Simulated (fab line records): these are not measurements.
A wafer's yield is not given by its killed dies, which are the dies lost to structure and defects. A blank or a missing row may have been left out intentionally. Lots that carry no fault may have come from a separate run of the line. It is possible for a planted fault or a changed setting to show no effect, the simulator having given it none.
Split-lot experiment | flow n5Finfet | route with 1938 steps; 7 lots, 39 wafers read

## THE SPLIT ITSELF
At N5_BEOL_M11_PECVD_70 (deposits SiO2 from TEOS/O2, target thk 20 nm, time 22.7 s), the setting timeS was moved away from the recipe's 22.7 s on 12 of the 39 wafers read, by -47.0% to +58.7%. This setting was run at the recipe's value on the other wafers.

## FROM THE SPLIT TO THE READING: what the file shows between them, 4 steps
- N5_BEOL_M11_HM_DEP_02: deposits TiN, target thk 20 nm
- N5_BEOL_M11_COAT_59: time 60 s, resist thk 100 nm
- N5_BEOL_M11_ECD_50: material Cu, target thk 318 nm
- N5_BEOL_M11_ANNEAL_51: time 90 s

## THE READING
barrierFieldEndpointS, in s, at N5_BEOL_M11_CMP_52 (polishes, stops on SiCOH lowk, t overpolish 7 s, target thk 140 nm). A value of 28.8 s with a standard deviation of 0.74 s is what fault-free wafers of this fab line usually give.

wafer  | tool, chamber at the split | timeS as run, s | against the recipe | barrierFieldEndpointS, s | against lot-mates on the recipe
L075.3 | pecvd-04, 2,0              | 22.7            | recipe             | 28.9                     | -
L075.2 | pecvd-04, 2,0              | 22.7            | recipe             | 28.4                     | -
L075.1 | pecvd-04, 1                | 12.04           | -47.0%             | 17.1                     | -11.7
L075.4 | pecvd-04, 2                | 22.7            | recipe             | 29.0                     | -
L075.5 | pecvd-04, 1                | 12.04           | -47.0%             | 17.5                     | -11.3
L075.6 | pecvd-04, 0                | 12.04           | -47.0%             | 17.6                     | -11.2
L076.1 | pecvd-02, 2,0              | 22.7            | recipe             | 30.2                     | -
L076.4 | pecvd-02, 2,1,0            | 22.7            | recipe             | 29.6                     | -
L076.3 | pecvd-02, 1                | 22.7            | recipe             | 29.0                     | -
L076.2 | pecvd-02, 2,0              | 22.7            | recipe             | 29.1                     | -
L076.6 | pecvd-02, 2,1,0            | 22.7            | recipe             | 30.0                     | -
L076.5 | pecvd-02, 2,1,0            | 22.7            | recipe             | 29.7                     | -
L083.3 | pecvd-02, 2,0              | 22.7            | recipe             | 28.2                     | -
L083.4 | pecvd-02, 2                | 13.55           | -40.3%             | 18.6                     | -9.9
L083.2 | pecvd-02, 1                | 13.55           | -40.3%             | 18.5                     | -10.0
L083.1 | pecvd-02, 2,0              | 22.7            | recipe             | 28.8                     | -
L083.6 | pecvd-02, 0                | 13.55           | -40.3%             | 19.1                     | -9.4
L083.5 | pecvd-02, 1                | 22.7            | recipe             | 28.6                     | -
L088.1 | pecvd-02, 0,2              | 36.02           | +58.7%             | 40.5                     | +12.3
L088.3 | pecvd-02, 0,2              | 36.02           | +58.7%             | 40.9                     | +12.7
L088.4 | pecvd-02, 2                | 22.7            | recipe             | 28.5                     | -
L088.2 | pecvd-02, 1                | 22.7            | recipe             | 28.3                     | -
L088.5 | pecvd-02, 1                | 22.7            | recipe             | 27.9                     | -
L088.6 | pecvd-02, 0                | 36.02           | +58.7%             | 41.5                     | +13.3
L090.2 | pecvd-02, 0                | 22.7            | recipe             | 29.6                     | -
L090.1 | pecvd-02, 2                | 30.53           | +34.5%             | 36.5                     | +7.6
L090.3 | pecvd-02, 1                | 30.53           | +34.5%             | 35.6                     | +6.7
L090.4 | pecvd-02, 0                | 30.53           | +34.5%             | 37.2                     | +8.3
L090.5 | pecvd-02, 1                | 22.7            | recipe             | 28.1                     | -
L090.6 | pecvd-02, 2                | 22.7            | recipe             | 29.0                     | -
L094.1 | pecvd-04, 1,0              | 22.7            | recipe             | 27.8                     | -
L094.5 | pecvd-04, 1                | 22.7            | recipe             | 28.9                     | -
L094.6 | pecvd-04, 1,0              | 22.7            | recipe             | 28.0                     | -
L097.3 | pecvd-04, 1,2,1            | 22.7            | recipe             | 28.4                     | -
L097.2 | pecvd-04, 2,1              | 22.7            | recipe             | 27.7                     | -
L097.1 | pecvd-04, 2,1              | 22.7            | recipe             | 28.4                     | -
L097.4 | pecvd-04, 1,2,1            | 22.7            | recipe             | 28.2                     | -
L097.5 | pecvd-04, 1,2,1            | 22.7            | recipe             | 28.5                     | -
L097.6 | pecvd-04, 2                | 22.7            | recipe             | 28.1                     | -
When a row names more than one chamber, that row covers several wafers, and the file does not tell which wafer ran in which chamber.

THE FIT
A straight line over all 39 wafers: barrierFieldEndpointS changes by +0.227 s for each +1% of timeS; r = +0.99; the points scatter about the line by 0.72 s.
The same after taking each lot's own level away (the mean of its wafers on the recipe; 39 wafers): +0.229 s for each +1%; r = +1.00; scatter 0.49 s.
Per that fit: largest timeS move, reading shift of 13 s.
Across the lots, their own levels run from 28.22 to 29.60 s, a range of 1.9 times the standard deviation given above.
The two slopes agree, so the slope changes little with the lot-to-lot level.
Check: +13.4 s against its lot-mates is what the line predicts for one of the wafers moved furthest among these (+58.7%) when that wafer is left out of the fit. It came out at +12.3 s against them.

## FURTHER SPLITS ON THESE WAFERS
Note: prior to the reading, these wafers also went through further splits. Each is held against what the fit with the lots' levels taken away leaves over:
other split on the same wafers     | wafers away from the commonest value | r with barrierFieldEndpointS (lot level and that fit taken away)
N5_BEOL_M8_DEVELOP_10 developTimeS | 12                                   | -0.02
N5_BEOL_M9_ILD_DEP_00 timeS        | 12                                   | +0.17

## THE WHOLE CHAIN: every reading that the file lists as answering this split, in the file's order
step                 | what it does                                                       | reading                                                                          | change (the file's fit)               | r (the file's)
N5_BEOL_M11_PECVD_70 | deposits SiO2 from TEOS/O2, target thk 20 nm, time 22.7 s          | SiO2_of_BEOL_M11_PECVD_70.thkNm (the simulator's own value, which no gauge read) | +0.192 nm for each +1% of the setting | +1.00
N5_BEOL_M11_CMP_52   | polishes, stops on SiCOH lowk, t overpolish 7 s, target thk 140 nm | barrierFieldEndpointS                                                            | +0.228 s for each +1% of the setting  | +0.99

## FILE'S OWN FIT
barrierFieldEndpointS changes by +0.228 s for each +1% of timeS, r = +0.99.
